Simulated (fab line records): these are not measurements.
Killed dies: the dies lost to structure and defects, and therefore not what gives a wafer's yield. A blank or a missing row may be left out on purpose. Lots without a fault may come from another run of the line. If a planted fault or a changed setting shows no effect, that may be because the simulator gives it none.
Matching of chambers + flow n5_finfet + rie_diel-04 running N5_BEOL_M8_DESCUM_33: 4 sister chambers
The step chemistry O2, time 7 s. 4 wafers are shown with their chamber, then 9 later ones without.

== WAFERS WITH THEIR CHAMBER ==
| wafer  | chamber | throttle_valve_pct (%) |
|--------|---------|------------------------|
| L079.4 | 1       | 20.1                   |
| L086.1 | 2       | 20.9                   |
| L089.2 | 3       | 20.0                   |
| L089.6 | 0       | 21.0                   |

== WAFERS MISSING THEIR CHAMBER ==
| wafer  | throttle_valve_pct (%) |
|--------|------------------------|
| L088.1 | 20.2                   |
| L088.3 | 20.0                   |
| L088.6 | 20.0                   |
| L093.1 | 20.6                   |
| L093.4 | 20.2                   |
| L093.6 | 20.0                   |
| L097.2 | 20.0                   |
| L097.3 | 20.2                   |
| L097.6 | 20.6                   |

== WHICH CHAMBER EACH ONE RAN IN ==
| wafer  | from the rows above               | in truth |
|--------|-----------------------------------|----------|
| L088.1 | can't be placed: 1 or 3           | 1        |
| L088.3 | can't be placed: 3 or 1           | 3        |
| L088.6 | can't be placed: 3 or 1           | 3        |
| L093.1 | can't be placed: 2 or 0 or 1 or 3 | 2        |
| L093.4 | can't be placed: 1 or 3           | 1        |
| L093.6 | can't be placed: 3 or 1           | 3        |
| L097.2 | can't be placed: 3 or 1           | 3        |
| L097.3 | can't be placed: 1 or 3           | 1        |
| L097.6 | can't be placed: 2 or 0 or 1 or 3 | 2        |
0 of 9 placed correctly. Cannot be placed on the basis of these rows: 9; the candidates contain the true chamber in 9. Placed wrongly: 0.
How it was worked out, from the rows above alone: a wafer's distance from a chamber is the root of the sum, over the readings, of the square of ((its reading less the chamber's mean) divided by the reading's scatter). The wafer belongs to the nearest chamber; if the next one is less than 2 further off, it can't be placed. For every chamber, the mean is computed from those of its wafers that are shown. The scatter: root of mean squared gap, hidden wafer to nearest shown wafer, with one shown wafer a chamber.
